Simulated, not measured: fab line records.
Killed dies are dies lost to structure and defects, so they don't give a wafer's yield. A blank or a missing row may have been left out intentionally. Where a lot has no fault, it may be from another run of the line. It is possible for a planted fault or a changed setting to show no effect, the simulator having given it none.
fab line records    flow n5_finfet
record lots=5  wafers=15  last_day=17
route steps=1938 shown PMOS_HMC_CHANNEL_EPI@84 FIN_SAQP@90 BEOL_M4@1111 PASSIVATION@1936
lots untouched by any fault: they come from a run of this same line in which no faults occurred
start_h: hours from the record's opening day to when the first of the lot's shown wafers began    wait_h: hours from the lot's prior step to this one    " repeats the value in the row above    L1.1+2: one row covering several wafers at once    - value missing, or start not given    * or withheld: withheld    < > ~ a bound
route shown NAME@n: NAME is a module with steps in the file, n the number in the route of the first one    usual: mean/standard deviation taken from wafers without a fault    same: alike in all rows    chamber/n: place in a boat    sites: each site's reading    _std_site: how widely they spread, as a standard deviation    _edge_site: mean of outer sites minus mean of inner sites    radius_mm: how far each site lies from the wafer's centre    mask NAME#n: copy n    behind: the most recent tool/chamber to have shaped the wafer    hold: what put the lot on hold/how long, in hours/how the hold closed    device: the n, p or np transistor that did not switch    end of line: at the end of the route, the tests of the same wafers    step lacking rows: just its recipe    killed: count of dies lost to structure and defects at first sort (not the wafer's yield)    map: shows each die of a wafer: x if killed, . if not, _ if none is there
set.NAME: setting as actually run; set.NAME@STEP: the setting as run at that earlier step    model.NAME: the simulator's own value behind a step, which no gauge read
lots at selected steps of the route; one table per step, one row per wafer
services: a tool's chamber out of use, with start hour (start_h, from the record's first day; less than 0 if before it), hours out, and reason
## steps
# step N5_PMOS_HMC_CHANNEL_EPI_PRECLEAN_37
# recipe chemistry=O3/DIW  time_s=45  temp_c=22  o3_ppm=10
# step N5_PMOS_HMC_CHANNEL_EPI_PRECLEAN_24
# recipe chemistry=DHF  time_s=30  temp_c=25  dilution=withheld
# step N5_PMOS_HMC_CHANNEL_EPI_SRD_25
# recipe dry=ipa_marangoni  do_ppb=5  time_s=30  temp_c=23  rinse_liquid=diw
# step N5_PMOS_HMC_CHANNEL_EPI_EPI_26
# recipe material=Si  target_thk_a=38  temp_c=650  precursor=SiH4/H2  pressure_torr=20  time_s=22.7
# step N5_FIN_SAQP_PRECLEAN_42
# recipe chemistry=O3/DIW  time_s=60  temp_c=22  o3_ppm=10
# step N5_FIN_SAQP_PRECLEAN_00
# recipe chemistry=SC1  time_s=60  temp_c=55  mix=1:2:50
# step N5_FIN_SAQP_PRECLEAN_44
# recipe chemistry=SC2  time_s=45  temp_c=35  mix=1:1:50
# step N5_FIN_SAQP_SRD_01
# recipe dry=ipa_marangoni  time_s=30  temp_c=23  rinse_liquid=diw
# step N5_FIN_SAQP_ALD_61
# recipe material=SiO2  target_thk_a=40  temp_c=300  ald_precursor_family=BDEAS  ald_co_reactant=O2-plasma  pulse_time_s=1  purge_time_s=2  co_reactant_purge_time_s=2  ald_cycles=43  pressure_torr=2
# step N5_FIN_SAQP_DENSIFY_62
# recipe temp_c=700  time_s=60  ambient=N2  idle_temp_c=600  ramp_up_c_per_s=150  ramp_down_c_per_s=60  cool_to_c=600
# step N5_FIN_SAQP_HM_DEP_03
# recipe material=SiNx  target_thk_a=380  temp_c=400  precursor=SiH4/NH3/N2  pressure_torr=1.5  rf_w=300  time_s=33.6
# usual chamber_pressure_Torr=1.500/0.0037  heater_power_outer_w=423/67  heater_power_w=717/89  showerhead_plenum_p_Torr=5.14/0.091  showerhead_vpp_V=1076/47  throttle_valve_pct=41/3.5
lot.wafer  tool      chamber  start_h  wait_h  chamber_pressure_Torr  heater_power_outer_w  heater_power_w  showerhead_plenum_p_Torr  showerhead_vpp_V  throttle_valve_pct
L623.2     pecvd-03  0        39.58    0.2     1.500                  386                   686             5.22                      1080              43
L623.3     "         1        "        "       1.505                  375                   685             5.14                      1089              40
L623.4     "         2        "        "       1.499                  443                   731             5.16                      1116              35
L632.2     pecvd-03  2        93.48    0.2     -                      -                     -               -                         -                 -
L632.5     "         0        "        "       -                      -                     -               -                         -                 -
L632.6     "         1        "        "       -                      -                     -               -                         -                 -
L633.1     pecvd-04  0        99.12    0.2     -                      -                     -               -                         -                 -
L633.2     "         1        "        "       -                      -                     -               -                         -                 -
L633.4     "         1        "        "       -                      -                     -               -                         -                 -
L634.4     pecvd-04  1        104.91   0.1     -                      -                     -               -                         -                 -
L634.5     "         0        "        "       -                      -                     -               -                         -                 -
L634.6     "         2        "        "       -                      -                     -               -                         -                 -
L637.2     pecvd-04  2        124.02   0.2     1.504                  310                   546             5.12                      1027              47
L637.3     "         0        "        "       1.495                  415                   674             4.87                      1140              41
L637.6     "         1        "        "       1.501                  403                   675             5.15                      1045              40
# step N5_FIN_SAQP_THK_MEAS_05
# usual thk_nm=37.9/0.47
lot.wafer  tool           chamber  start_h  wait_h  thk_nm
L623.2     film_metro-02  -        39.67    0.1     37.9
L623.3     "              -        "        "       37.4
L623.4     "              -        "        "       38.2
L632.2     film_metro-01  -        93.56    0.1     4.0
L632.5     "              -        "        "       4.1
L632.6     "              -        "        "       4.0
L633.1     film_metro-01  -        99.21    0.1     4.0
L633.2     "              -        "        "       4.0
L633.4     "              -        "        "       4.1
L634.4     film_metro-02  -        104.97   0.0     4.0
L634.5     "              -        "        "       4.1
L634.6     "              -        "        "       4.1
L637.2     film_metro-02  -        124.11   0.1     37.4
L637.3     "              -        "        "       38.1
L637.6     "              -        "        "       38.4
# step N5_FIN_SAQP_PECVD_47
# recipe material=a-Si  target_thk_a=450  temp_c=400  precursor=SiH4/He  pressure_torr=3  rf_w=100  time_s=36.3
# step N5_FIN_SAQP_PECVD_48
# recipe material=SiNx  target_thk_a=250  temp_c=400  precursor=SiH4/NH3/N2  pressure_torr=1.5  rf_w=300  time_s=22.1
# step N5_FIN_SAQP_PECVD_06
# recipe material=a-Si  target_thk_a=600  temp_c=400  precursor=SiH4/He  pressure_torr=3  rf_w=100  time_s=48.1
# step N5_FIN_SAQP_HM_DEP_72
# recipe material=SiO2  target_thk_a=120  temp_c=400  precursor=SiH4/N2O  pressure_torr=0.75  rf_w=275  time_s=7.2
# step N5_FIN_SAQP_COAT_49
# recipe resist=SOC  temp_c=250  time_s=60  spin_rpm=1500  resist_thk_nm=100
# step N5_FIN_SAQP_COAT_50
# recipe resist=SiARC  temp_c=220  time_s=60  spin_rpm=1500  resist_thk_nm=35
# step N5_FIN_SAQP_COAT_10
# recipe resist=CAR-ArF  spin_rpm=1500  resist_thk_nm=90
# step N5_FIN_SAQP_EBR_12
# recipe solvent=PGMEA  ebr_width_mm=1.5
# step N5_FIN_SAQP_SOFTBAKE_11
# recipe temp_c=110  time_s=60  resist=CAR-ArF
# step N5_FIN_SAQP_EXPOSE_13
# recipe mask_id=FIN_CORE  na=1.35  source_shape=dipole  sigma_inner=0.538  sigma_outer=0.738  polarization=te  target_cd_nm=35.6  dose_mj=63.25
# step N5_FIN_SAQP_PEB_14
# recipe peb_temp_c=withheld  peb_time_s=60  resist=CAR-ArF
# step N5_FIN_SAQP_DEVELOP_15
# recipe develop_time_s=30  developer=TMAH  resist=CAR-ArF  dev_temp_c=23  rinse_liquid=diw  dry=air_spin
# step N5_FIN_SAQP_DESCUM_21
# recipe chemistry=O2  time_s=7.9  source_power_w=50  bias_power_w=20  pressure_mtorr=20  rf_frequency_hz=2.712e+07  temp_c=40  resist=CAR-ArF  o2_flow_sccm=225
# step N5_FIN_SAQP_ETCH_51
# recipe chemistry=CF4  target=SiARC  target_depth_a=455  mask_material=CAR-ArF  time_s=75.8  ion_energy_ev=80  pressure_mtorr=40  source_w=545  bias_w=36  Ar_flow_sccm=100  cf4_flow_sccm=100  ends=cleared
# step N5_FIN_SAQP_ETCH_52
# recipe chemistry=N2/H2  target=SOC  target_depth_a=1000  overetch_a=200  mask_material=SiARC  temp_c=40  time_s=150  ion_energy_ev=200  pressure_mtorr=30  source_w=840  bias_w=150  n2_flow_sccm=200  h2_flow_sccm=200  ends=end_point
# step N5_FIN_SAQP_STRIP_53
# recipe chemistry=N2/H2  temp_c=40  n2_flow_sccm=200  h2_flow_sccm=200  rf_frequency_hz=6e+07
# step N5_FIN_SAQP_HM_OPEN_73
# recipe chemistry=CHF3/O2  target=SiO2  stop_on=a-Si  target_depth_a=120  over_etch_frac=1.8  mask_material=SOC  time_s=16.8  pressure_mtorr=30  source_w=650  bias_w=170  Ar_flow_sccm=200  CHF3_flow_sccm=50  O2_flow_sccm=5  ion_energy_ev=200  ends=end_point
# step N5_FIN_SAQP_STRIP_74
# recipe chemistry=CHF3/O2  resist=SiARC  rf_frequency_hz=6e+07
# step N5_FIN_SAQP_MANDREL_ETCH_22
# recipe target_depth_a=600  chemistry=HBr/Cl2  target=a-Si  stop_on=SiNx  bt_time_s=10  over_etch_frac=0.5  time_s=30  pressure_mtorr=10  icp_w=800  bias_w=75  HBr_flow_sccm=150  Cl2_flow_sccm=80  ends=end_point
# step N5_FIN_SAQP_STRIP_55
# recipe chemistry=N2/H2  power_w=500  temp_c=40  pressure_mtorr=50  rf_frequency_hz=6e+07  overash_fraction=0.3  bias_power_w=28  h2_frac=0.5  n2_flow_sccm=300  h2_flow_sccm=300
# step N5_FIN_SAQP_STRIP_23
# recipe chemistry=SPM  time_s=750  temp_c=130  h2so4_h2o2_vol_ratio=4
# step N5_FIN_SAQP_SRD_66
# recipe dry=ipa_marangoni  time_s=30  temp_c=23  rinse_liquid=diw
# step N5_FIN_SAQP_RECESS_75
# recipe chemistry=HF/NH3  target=SiO2  target_depth_a=144  afs_cycles=3  temp_c=30  sublimation_temp_c=180  sublimation_time_s=60
# step N5_FIN_SAQP_SPACER1_ALD_24
# recipe material=SiO2  target_thk_a=203  temp_c=300  ald_precursor_family=BDEAS  ald_co_reactant=O2-plasma  pulse_time_s=1  purge_time_s=2  co_reactant_purge_time_s=2  ald_cycles=218  pressure_torr=2
# step N5_FIN_SAQP_CD_MEAS_31
# recipe target_cd_nm=8  landing_energy_ev=1000  detector=se_inlens  polarity=line
# usual cd_nm=8.11/0.21
lot.wafer  tool       chamber  start_h  wait_h  cd_nm
L623.2     cd_sem-01  0        51.40    0.1     7.90
L623.3     "          0        "        "       7.93
L623.4     "          0        "        "       7.84
L632.2     cd_sem-01  0        99.91    0.1     -
L632.5     "          0        "        "       -
L632.6     "          0        "        "       -
L633.1     cd_sem-01  0        103.43   0.1     -
L633.2     "          0        "        "       -
L633.4     "          0        "        "       -
L634.4     cd_sem-01  0        110.02   0.1     -
L634.5     "          0        "        "       -
L634.6     "          0        "        "       -
L637.2     cd_sem-01  0        128.79   0.1     8.22
L637.3     "          0        "        "       8.07
L637.6     "          0        "        "       8.20
# step N5_FIN_SAQP_HM_OPEN_33
# recipe chemistry=CH3F/O2  target=SiNx  mask_material=SiO2  target_depth_a=494  time_s=70.6  pressure_mtorr=30  source_w=395  bias_w=73  Ar_flow_sccm=150  CH3F_flow_sccm=30  O2_flow_sccm=20  ion_energy_ev=120  ends=cleared
# usual chamber_pressure_mTorr=30.002/0.027  drypump_motor_current_A=5.8/0.44  etch_rf_on_time_s=69.1/1.4  oes_product_au=0.69/0.066  rf_vpp_V=298.0/2.5  showerhead_plenum_p_Torr=2.02/0.067  throttle_valve_pct=16.40/0.23
lot.wafer  tool         chamber  start_h  wait_h  chamber_pressure_mTorr  drypump_motor_current_A  etch_rf_on_time_s  oes_product_au  rf_hours_counter_h  rf_vpp_V  showerhead_plenum_p_Torr  throttle_valve_pct  model.etch.depth_nm  model.FIN_SAQP.cd_nm
L623.2     rie_diel-03  2        51.46    0.1     29.999                  5.6                      68.3               0.73            57                  299.5     2.12                      16.37               37.21                8
L623.3     "            3        "        "       30.002                  5.1                      68.7               0.64            174                 296.8     1.91                      16.47               36.79                8
L623.4     "            1        "        "       29.990                  5.8                      71.1               0.59            240                 292.2     1.89                      16.37               37.61                8
L632.2     rie_diel-01  0        99.96    0.0     30.011                  5.4                      6.0                0.36            3                   299.9     1.97                      16.50               0                    8.8
L632.5     "            1        "        "       30.000                  5.5                      6.0                0.32            -                   295.9     2.03                      15.87               0                    8.6
L632.6     "            0        "        "       30.003                  5.4                      6.0                0.37            -                   300.2     1.97                      16.50               0                    8.8
L633.1     rie_diel-03  2        103.48   0.0     29.983                  5.6                      6.0                0.32            79                  299.3     2.11                      16.39               0                    8.6
L633.2     "            0        "        "       29.934                  6.0                      6.0                0.27            195                 301.6     2.07                      16.60               0                    8.6
L633.4     "            3        "        "       29.974                  5.1                      6.0                0.27            193                 296.3     1.91                      16.50               0                    8.6
L634.4     rie_diel-06  1        110.06   0.0     29.970                  5.8                      6.0                0.33            59                  295.5     1.95                      16.48               0                    8.6
L634.5     "            2        "        "       30.022                  6.8                      6.0                0.29            -                   297.8     2.01                      16.74               0                    8.8
L634.6     "            3        "        "       29.998                  5.4                      6.0                0.32            -                   301.0     2.03                      16.08               0                    8.6
L637.2     rie_diel-06  1        128.90   0.1     30.031                  5.8                      68.1               0.72            66                  295.1     1.95                      16.55               36.82                8.2
L637.3     "            3        "        "       29.980                  5.4                      68.6               0.74            68                  299.3     2.03                      16.14               37.46                8.2
L637.6     "            3        "        "       29.990                  5.4                      69.0               0.75            -                   299.3     2.03                      16.13               37.79                8
# step N5_FIN_SAQP_ETCH_34
# recipe chemistry=C4F6/O2  target=SiO2  target_depth_a=450  time_s=15  ion_energy_ev=250  pressure_mtorr=30  source_w=345  bias_w=185  Ar_flow_sccm=300  C4F6_flow_sccm=10  O2_flow_sccm=10  ends=cleared
# usual chamber_pressure_mTorr=30.001/0.026  drypump_motor_current_A=5.8/0.43  etch_rf_on_time_s=14.94/0.22  oes_product_au=0.70/0.066  rf_vpp_V=667/5.4  showerhead_plenum_p_Torr=2.87/0.09  throttle_valve_pct=21.15/0.24
lot.wafer  tool         chamber  start_h  wait_h  chamber_pressure_mTorr  drypump_motor_current_A  etch_rf_on_time_s  oes_product_au  rf_hours_counter_h  rf_vpp_V  showerhead_plenum_p_Torr  throttle_valve_pct  model.SiO2_of_FIN_SAQP_ALD_61.thk_nm  model.FIN_SAQP.cd_nm
L623.2     rie_diel-03  2        51.53    0.0     29.989                  5.7                      14.71              0.75            57                  673       3.00                      21.15               4.005                                 8.2
L623.3     "            3        "        "       30.019                  5.1                      15.10              0.63            174                 662       2.73                      21.21               4.003                                 8.2
L623.4     "            1        "        "       30.028                  5.8                      15.16              0.59            240                 654       2.70                      21.05               4.002                                 8
L632.2     rie_diel-01  0        100.03   0.0     29.999                  5.5                      14.81              1.29            3                   670       2.81                      21.70               0                                     8.6
L632.5     "            1        "        "       30.005                  5.5                      14.58              1.14            -                   664       2.88                      20.99               0                                     8.6
L632.6     "            0        "        "       30.044                  5.5                      14.64              1.31            -                   669       2.81                      21.70               0                                     8.8
L633.1     rie_diel-03  2        103.55   0.0     30.005                  5.7                      14.97              1.11            79                  672       2.99                      21.50               0                                     8.6
L633.2     "            0        "        "       30.018                  6.0                      15.07              0.97            195                 671       2.94                      21.67               0                                     8.6
L633.4     "            3        "        "       30.044                  5.1                      15.34              0.96            193                 663       2.72                      21.55               0                                     8.6
L634.4     rie_diel-06  1        110.13   0.0     30.014                  5.8                      14.95              1.13            59                  659       2.78                      21.67               0                                     8.6
L634.5     "            2        "        "       29.994                  6.9                      15.13              1.01            -                   672       2.86                      21.88               0                                     8.6
L634.6     "            3        "        "       30.021                  5.4                      14.88              1.17            -                   673       2.89                      21.22               0                                     8.6
L637.2     rie_diel-06  1        128.97   0.0     30.026                  5.8                      14.80              0.72            66                  660       2.77                      21.35               3.98                                  8.2
L637.3     "            3        "        "       29.977                  5.4                      14.68              0.74            68                  672       2.89                      20.92               3.977                                 8
L637.6     "            3        "        "       29.964                  5.4                      14.73              0.74            -                   671       2.89                      20.89               3.966                                 8
# step N5_BEOL_M4_RC_MEAS_101
# usual DIBL_N=36.3/1.2  DIBL_P=36.3/1.4  IOFF_N=0.157/0.02  IOFF_P=0.22/0.033  ION_N=675/9.6  ION_P=465/8.2  SS_N=71.4/0.45  SS_P=73.3/0.54  VT_N=249.8/2.5  VT_P=-249/3.2
lot.wafer  tool       chamber  start_h  wait_h  DIBL_N[mV/V]  DIBL_P[mV/V]  IOFF_N[nA/um]  IOFF_P[nA/um]  ION_N[uA/um]  ION_P[uA/um]  SS_N[mV/dec]  SS_P[mV/dec]  VT_N[mV]  VT_P[mV]
L623.2     prober-01  0        215.79   0.2     37.1          35.8          0.157          0.22           678           467           72.0          73.1          252.2     -249
L623.3     "          0        "        "       37.9          36.4          0.161          0.22           665           458           71.9          73.6          247.9     -249
L623.4     "          0        "        "       36.8          35.4          0.151          0.20           668           456           71.0          72.8          250.5     -250
L637.2     prober-02  0        299.80   0.2     35.6          35.0          0.152          0.24           682           470           71.9          73.4          249.8     -247
L637.3     "          0        "        "       35.3          34.9          0.155          0.23           689           475           71.9          73.4          249.4     -248
L637.6     "          0        "        "       35.7          35.2          0.159          0.25           676           467           71.7          73.3          250.6     -246
# step N5_PASSIVATION_PROBE_49
# usual defect_limited_yield=91.1/1.4  killed_at_M0_to_M3=33/10  killed_at_M4_up=15/5.8  killed_at_contacts=13/5.9  killed_at_front_end=39/11  killed_at_other=4/3.6  killed_dies=105/16  killed_on_rim=13/3.7  killed_open=68/11  killed_short=34/7.8  sort_bin_5_function=5.2/0.88  sort_bin_6_memory=3.3/0.61  sort_n_pass=1075/16  sort_yield_pct=91.1/1.4
# same gross_dies=1180  killed_at_back_side=0  sort_bin_4_leakage[%]=0  sort_bin_8_speed[%]=0
lot.wafer  tool       chamber  start_h  wait_h  defect_limited_yield[%]  killed_at_M0_to_M3  killed_at_M4_up  killed_at_contacts  killed_at_front_end  killed_at_other  killed_dies  killed_on_rim  killed_open  killed_short  sort_bin_5_function[%]  sort_bin_6_memory[%]  sort_n_pass  sort_yield_pct[%]
L633.1     prober-01  -        358.32   0.0     0                        3                   3                1                   1168                 5                1180         152            12           6             75.5                    2.3                   0            0
L633.2     prober-01  -        358.37   0.1     0                        9                   2                1                   1167                 1                1180         152            14           5             71.0                    2.8                   0            0
L633.4     prober-01  -        358.47   0.2     0                        8                   5                1                   1162                 4                1180         152            15           10            71.4                    2.7                   0            0
L632.2     prober-02  -        371.81   0.1     0                        7                   4                0                   1169                 0                1180         152            10           12            73.1                    4.2                   0            0
L632.5     prober-02  -        371.96   0.2     0                        11                  1                1                   1166                 1                1180         152            17           11            73.9                    2.6                   0            0
L632.6     prober-02  -        372.01   0.3     0                        18                  1                2                   1159                 0                1180         152            16           6             71.4                    3.0                   0            0
L634.4     prober-02  -        375.82   0.2     0                        12                  1                1                   1166                 0                1180         152            12           13            73.1                    3.0                   0            0
L634.5     prober-02  -        375.87   0.2     0                        6                   3                2                   1167                 2                1180         152            9            11            71.6                    3.3                   0            0
L634.6     prober-02  -        375.92   0.3     0                        9                   0                0                   1171                 0                1180         152            18           7             73.6                    2.7                   0            0
# killed by level:class
L633.1 FIN_SAQP:lost_pattern=1154 FIN_SAQP:area_dep=7 FIN_SAQP:geometric_particle:open=2 BEOL_M0_SAQP:geometric_particle:short=2 MIM_TOP_ETCH:geometric_particle:open=2 DUMMY_GATE:geometric_particle:open=1 SPACER0:geometric_particle:short=1 ILD0:geometric_particle:open=1
L633.2 FIN_SAQP:lost_pattern=1155 FIN_SAQP:area_dep=6 FIN_SAQP:geometric_particle:short=3 BEOL_M0_SAQP:geometric_particle:open=3 BEOL_M2:geometric_particle:open=3 BEOL_M4:geometric_particle:open=2 FIN_SAQP:geometric_particle:open=1 STI_FIN_REVEAL:geometric_particle:open=1
L633.4 FIN_SAQP:lost_pattern=1149 FIN_SAQP:area_dep=6 FIN_SAQP:geometric_particle:short=3 BEOL_M0_SAQP:geometric_particle:open=3 BEOL_M4:geometric_particle:open=3 FIN_CUT:geometric_particle:short=2 BEOL_M0_SAQP:geometric_particle:short=2 BEOL_M1:geometric_particle:open=2
L632.2 FIN_SAQP:lost_pattern=1155 BEOL_M0_SAQP:geometric_particle:short=4 BEOL_M4:geometric_particle:open=3 FIN_SAQP:area_dep=3 FIN_SAQP:geometric_particle:open=2 FIN_SAQP:geometric_particle:short=2 BEOL_M2:geometric_particle:open=2 STI_FIN_REVEAL:geometric_particle:short=1
L632.5 FIN_SAQP:lost_pattern=1147 FIN_SAQP:area_dep=5 BEOL_M0_SAQP:geometric_particle:open=4 FIN_SAQP:geometric_particle:open=3 STI_FIN_REVEAL:geometric_particle:open=3 BEOL_M0_SAQP:geometric_particle:short=3 FIN_SAQP:geometric_particle:short=2 FIN_CUT:geometric_particle:short=2
L632.6 FIN_SAQP:lost_pattern=1157 BEOL_M2:geometric_particle:open=5 BEOL_M3:geometric_particle:open=5 BEOL_M0_SAQP:geometric_particle:short=3 BEOL_M0_SAQP:geometric_particle:open=3 MOL_CONTACT_COAG:geometric_particle:open=2 BEOL_M1:geometric_particle:short=2 STI_FIN_REVEAL:geometric_particle:short=1
L634.4 FIN_SAQP:lost_pattern=1154 GATE_CUT:geometric_particle:short=4 FIN_SAQP:geometric_particle:short=3 BEOL_M0_SAQP:geometric_particle:open=3 STI_FIN_REVEAL:geometric_particle:open=2 BEOL_M0_SAQP:geometric_particle:short=2 BEOL_M2:geometric_particle:open=2 BEOL_M3:geometric_particle:short=2
L634.5 FIN_SAQP:lost_pattern=1156 BEOL_M0_SAQP:geometric_particle:short=4 FIN_SAQP:area_dep=4 STI_FIN_REVEAL:geometric_particle:short=2 BEOL_M5:geometric_particle:open=2 PASS1_DEP:geometric_particle:open=2 FIN_SAQP:geometric_particle:short=1 FIN_SAQP:geometric_particle:open=1
L634.6 FIN_SAQP:lost_pattern=1153 BEOL_M2:geometric_particle:open=5 STARTING-WAFER:geometric_particle:open=3 STI_FIN_REVEAL:geometric_particle:open=2 FIN_SAQP:geometric_particle:open=2 DUMMY_GATE:geometric_particle:open=2 GATE_CUT:geometric_particle:short=2 BEOL_M0_SAQP:geometric_particle:short=2
# map L632.2 (x killed, . not)
_________________xxxxxxxxxxxx________________
______________xxxxxxxxxxxxxxxxxx_____________
___________xxxxxxxxxxxxxxxxxxxxxxxx__________
__________xxxxxxxxxxxxxxxxxxxxxxxxxx_________
________xxxxxxxxxxxxxxxxxxxxxxxxxxxxxx_______
_______xxxxxxxxxxxxxxxxxxxxxxxxxxxxxxxx______
______xxxxxxxxxxxxxxxxxxxxxxxxxxxxxxxxxx_____
_____xxxxxxxxxxxxxxxxxxxxxxxxxxxxxxxxxxxx____
____xxxxxxxxxxxxxxxxxxxxxxxxxxxxxxxxxxxxxx___
___xxxxxxxxxxxxxxxxxxxxxxxxxxxxxxxxxxxxxxxx__
___xxxxxxxxxxxxxxxxxxxxxxxxxxxxxxxxxxxxxxxx__
__xxxxxxxxxxxxxxxxxxxxxxxxxxxxxxxxxxxxxxxxxx_
__xxxxxxxxxxxxxxxxxxxxxxxxxxxxxxxxxxxxxxxxxx_
_xxxxxxxxxxxxxxxxxxxxxxxxxxxxxxxxxxxxxxxxxxxx
_xxxxxxxxxxxxxxxxxxxxxxxxxxxxxxxxxxxxxxxxxxxx
_xxxxxxxxxxxxxxxxxxxxxxxxxxxxxxxxxxxxxxxxxxxx
_xxxxxxxxxxxxxxxxxxxxxxxxxxxxxxxxxxxxxxxxxxxx
_xxxxxxxxxxxxxxxxxxxxxxxxxxxxxxxxxxxxxxxxxxxx
_xxxxxxxxxxxxxxxxxxxxxxxxxxxxxxxxxxxxxxxxxxxx
_xxxxxxxxxxxxxxxxxxxxxxxxxxxxxxxxxxxxxxxxxxxx
_xxxxxxxxxxxxxxxxxxxxxxxxxxxxxxxxxxxxxxxxxxxx
__xxxxxxxxxxxxxxxxxxxxxxxxxxxxxxxxxxxxxxxxxx_
__xxxxxxxxxxxxxxxxxxxxxxxxxxxxxxxxxxxxxxxxxx_
___xxxxxxxxxxxxxxxxxxxxxxxxxxxxxxxxxxxxxxxx__
___xxxxxxxxxxxxxxxxxxxxxxxxxxxxxxxxxxxxxxxx__
____xxxxxxxxxxxxxxxxxxxxxxxxxxxxxxxxxxxxxx___
_____xxxxxxxxxxxxxxxxxxxxxxxxxxxxxxxxxxxx____
______xxxxxxxxxxxxxxxxxxxxxxxxxxxxxxxxxx_____
_______xxxxxxxxxxxxxxxxxxxxxxxxxxxxxxxx______
________xxxxxxxxxxxxxxxxxxxxxxxxxxxxxx_______
__________xxxxxxxxxxxxxxxxxxxxxxxxxx_________
___________xxxxxxxxxxxxxxxxxxxxxxxx__________
______________xxxxxxxxxxxxxxxxxx_____________
_________________xxxxxxxxxxxx________________
# map L633.1 (x killed, . not)
_________________xxxxxxxxxxxx________________
______________xxxxxxxxxxxxxxxxxx_____________
___________xxxxxxxxxxxxxxxxxxxxxxxx__________
__________xxxxxxxxxxxxxxxxxxxxxxxxxx_________
________xxxxxxxxxxxxxxxxxxxxxxxxxxxxxx_______
_______xxxxxxxxxxxxxxxxxxxxxxxxxxxxxxxx______
______xxxxxxxxxxxxxxxxxxxxxxxxxxxxxxxxxx_____
_____xxxxxxxxxxxxxxxxxxxxxxxxxxxxxxxxxxxx____
____xxxxxxxxxxxxxxxxxxxxxxxxxxxxxxxxxxxxxx___
___xxxxxxxxxxxxxxxxxxxxxxxxxxxxxxxxxxxxxxxx__
___xxxxxxxxxxxxxxxxxxxxxxxxxxxxxxxxxxxxxxxx__
__xxxxxxxxxxxxxxxxxxxxxxxxxxxxxxxxxxxxxxxxxx_
__xxxxxxxxxxxxxxxxxxxxxxxxxxxxxxxxxxxxxxxxxx_
_xxxxxxxxxxxxxxxxxxxxxxxxxxxxxxxxxxxxxxxxxxxx
_xxxxxxxxxxxxxxxxxxxxxxxxxxxxxxxxxxxxxxxxxxxx
_xxxxxxxxxxxxxxxxxxxxxxxxxxxxxxxxxxxxxxxxxxxx
_xxxxxxxxxxxxxxxxxxxxxxxxxxxxxxxxxxxxxxxxxxxx
_xxxxxxxxxxxxxxxxxxxxxxxxxxxxxxxxxxxxxxxxxxxx
_xxxxxxxxxxxxxxxxxxxxxxxxxxxxxxxxxxxxxxxxxxxx
_xxxxxxxxxxxxxxxxxxxxxxxxxxxxxxxxxxxxxxxxxxxx
_xxxxxxxxxxxxxxxxxxxxxxxxxxxxxxxxxxxxxxxxxxxx
__xxxxxxxxxxxxxxxxxxxxxxxxxxxxxxxxxxxxxxxxxx_
__xxxxxxxxxxxxxxxxxxxxxxxxxxxxxxxxxxxxxxxxxx_
___xxxxxxxxxxxxxxxxxxxxxxxxxxxxxxxxxxxxxxxx__
___xxxxxxxxxxxxxxxxxxxxxxxxxxxxxxxxxxxxxxxx__
____xxxxxxxxxxxxxxxxxxxxxxxxxxxxxxxxxxxxxx___
_____xxxxxxxxxxxxxxxxxxxxxxxxxxxxxxxxxxxx____
______xxxxxxxxxxxxxxxxxxxxxxxxxxxxxxxxxx_____
_______xxxxxxxxxxxxxxxxxxxxxxxxxxxxxxxx______
________xxxxxxxxxxxxxxxxxxxxxxxxxxxxxx_______
__________xxxxxxxxxxxxxxxxxxxxxxxxxx_________
___________xxxxxxxxxxxxxxxxxxxxxxxx__________
______________xxxxxxxxxxxxxxxxxx_____________
_________________xxxxxxxxxxxx________________
## services
tool         chamber  start_h  hours  kind
rie_diel-01  0        22.00    9.5    repair
rie_diel-06  2        33.40    8.3    repair
rie_diel-01  -        36.17    0.3    repair
rie_diel-01  -        42.23    28.1   pm
pecvd-04     -        49.91    14.6   pm
rie_diel-03  3        57.16    4.1    repair
rie_diel-03  -        65.58    0.2    repair
rie_diel-01  0        70.33    -      clean
rie_diel-01  0        70.33    -      consumable_replace:focus_ring
rie_diel-01  0        70.33    22.1   scheduled_down
rie_diel-01  0        70.33    22.1   vent_cycle
rie_diel-03  1        71.21    -      clean
rie_diel-03  1        71.21    -      consumable_replace:focus_ring
rie_diel-03  1        71.21    -      consumable_replace:showerhead
rie_diel-03  1        71.21    12.9   scheduled_down
rie_diel-03  1        71.21    12.9   vent_cycle
pecvd-03     1        73.19    2.1    scheduled_down
pecvd-04     2        90.23    2.1    scheduled_down
rie_diel-01  3        105.15   7.8    repair
## key
first_sign step=N5_FIN_SAQP_HM_DEP_03  reading=tool_record  direction=missing
effect step=N5_FIN_SAQP_THK_MEAS_05  reading=thk_nm  direction=down  sigmas=72  usual=*  struck=*
effect step=N5_FIN_SAQP_CD_MEAS_31  reading=cd_nm  direction=missing
effect step=N5_FIN_SAQP_HM_OPEN_33  reading=etch_rf_on_time_s  direction=down  sigmas=46  usual=*  struck=*
effect step=N5_FIN_SAQP_ETCH_34  reading=oes_product_au  direction=up  sigmas=6.4  usual=0.70  struck=1.12
effect step=N5_PASSIVATION_PROBE_49  reading=killed_at_front_end  direction=up  sigmas=99+  usual=39  struck=1166
model_effect step=N5_FIN_SAQP_HM_OPEN_33  value=etch.depth_nm  without=37.53  struck=0
model_effect step=N5_FIN_SAQP_ETCH_34  value=SiO2_of_FIN_SAQP_ALD_61.thk_nm  without=4.007  struck=0
met_at N5_FIN_SAQP_HM_DEP_03
struck_wafers L632.2,L632.5,L632.6,L633.1,L633.2,L633.4,L634.4,L634.5,L634.6
later_rows_left_out L632.2,L632.5,L632.6,L633.1,L633.2,L633.4,L634.4,L634.5,L634.6
onset_between 39.58 93.48
fault kind=skipped_step_whole  tool=pecvd-03,pecvd-04  chamber=-  onset_h=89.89  steps=N5_FIN_SAQP_HM_DEP_03  scope=struck_lots_only
# later_rows_left_out: the simulator's readings of these wafers behind a module that went badly wrong aren't trusted and aren't shown, but for the sort
